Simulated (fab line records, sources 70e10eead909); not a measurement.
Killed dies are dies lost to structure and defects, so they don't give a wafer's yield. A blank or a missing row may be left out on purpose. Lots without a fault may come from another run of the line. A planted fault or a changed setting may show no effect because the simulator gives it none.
One fault seen from 3 desks | flow nand_harc | each desk has only its own numbers; what lay behind them comes last

THE TOOL OWNER'S DESK: rie_diel-05
The tool's own readings at NHARC_A_BLC_ETCH_17 (etches the open film in N2/H2, target depth 390 nm, time 609.38 s): means of the sampled wafers that have a number, for each lot that ran on this tool. A lot is out of limits, marked OUT, if its mean lies more than 4 standard deviations from the usual mean; the brackets give that distance. Of its 8 readings 7 are shown: the one that was out of limits first, and those that lie furthest out on some lot.
Columns: A = bias_w at NHARC_A_BLC_ETCH_17, usual 150.0 W; B = chamber_pressure_mTorr at NHARC_A_BLC_ETCH_17, usual 30.002 mTorr; C = oes_product_au at NHARC_A_BLC_ETCH_17, usual 0.999 a.u.; D = rf_vpp_V at NHARC_A_BLC_ETCH_17, usual 432.0 V; E = run_length_s at NHARC_A_BLC_ETCH_17, usual 630.8 s; F = showerhead_plenum_p_Torr at NHARC_A_BLC_ETCH_17, usual 2.09 Torr; G = throttle_valve_pct at NHARC_A_BLC_ETCH_17, usual 14.170 %
lot  | first seen here | A     | B      | C     | D     | E               | F    | G
L419 | day 27 08:15    | 149.6 | 29.995 | 0.992 | 430.6 | 594.2 (-78) OUT | 2.05 | 14.165
L429 | day 31 12:52    | 149.9 | 29.997 | 1.001 | 432.4 | 630.9           | 2.10 | 14.172
This desk's finding: out of limits on L419; first on L419, day 27 08:15 (run_length_s at NHARC_A_BLC_ETCH_17). In limits: L429.

THE DEFECT DESK
What the inspections along the route counted, lot by lot: means of the sampled wafers that have a number. A lot is out of limits, marked OUT, if its mean lies more than 4 standard deviations from the usual mean; the brackets give that distance.
Columns: A = raw_defect_count at NHARC_A_BLC_INSPECT_12, usual 85
lot  | first seen here | A
L411 | day 23 06:28    | 113
L419 | day 27 07:58    | 27
L421 | day 28 08:53    | 73
L422 | day 29 01:38    | 128
L429 | day 31 12:38    | 86
This desk's finding: nothing out of limits on any of the 5 lots.

THE METROLOGY DESK
What the gauges read, lot by lot, whatever tool the lot ran on: means of the sampled wafers that have a number. A lot is out of limits, marked OUT, if its mean lies more than 4 standard deviations from the usual mean; the brackets give that distance.
Columns: A = cd_nm at NHARC_A_BLC_CD_MEAS_10, usual 100.0 nm; B = overlay_x_nm at NHARC_A_BLC_OVL_MEAS_11, usual -0.1 nm; C = overlay_y_nm at NHARC_A_BLC_OVL_MEAS_11, usual 0.2 nm
lot  | first seen here | A     | B    | C
L411 | day 23 06:21    | 100.1 | -0.1 | -0.1
L419 | day 27 07:51    | 100.2 | 0.1  | 0.8
L421 | day 28 08:46    | 99.7  | -0.6 | 0.2
L422 | day 29 01:30    | 100.6 | -0.7 | -0.0
L429 | day 31 12:31    | 100.5 | 0.3  | -0.9
This desk's finding: nothing out of limits on any of the 5 lots.

PUT TOGETHER
The tool owner's desk could have raised an alarm at day 27 08:15, on L419.
The defect desk saw nothing out of limits.
The metrology desk saw nothing out of limits.
The defect desk has L419 on record, within its limits.
The metrology desk has L419 on record, within its limits.
Of the lots named, all ran NHARC_A_BLC_ETCH_17 on rie_diel-05.

WHAT THE SIMULATOR HAD PUT IN
Process parameter drift: rie_diel-05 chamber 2, from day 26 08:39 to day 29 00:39, at NHARC_A_BLC_ETCH_17. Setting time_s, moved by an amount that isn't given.
Lots struck among those shown: L419.
Hours from the fault's start to each desk's first reading out of limits: the tool owner's desk, 24.
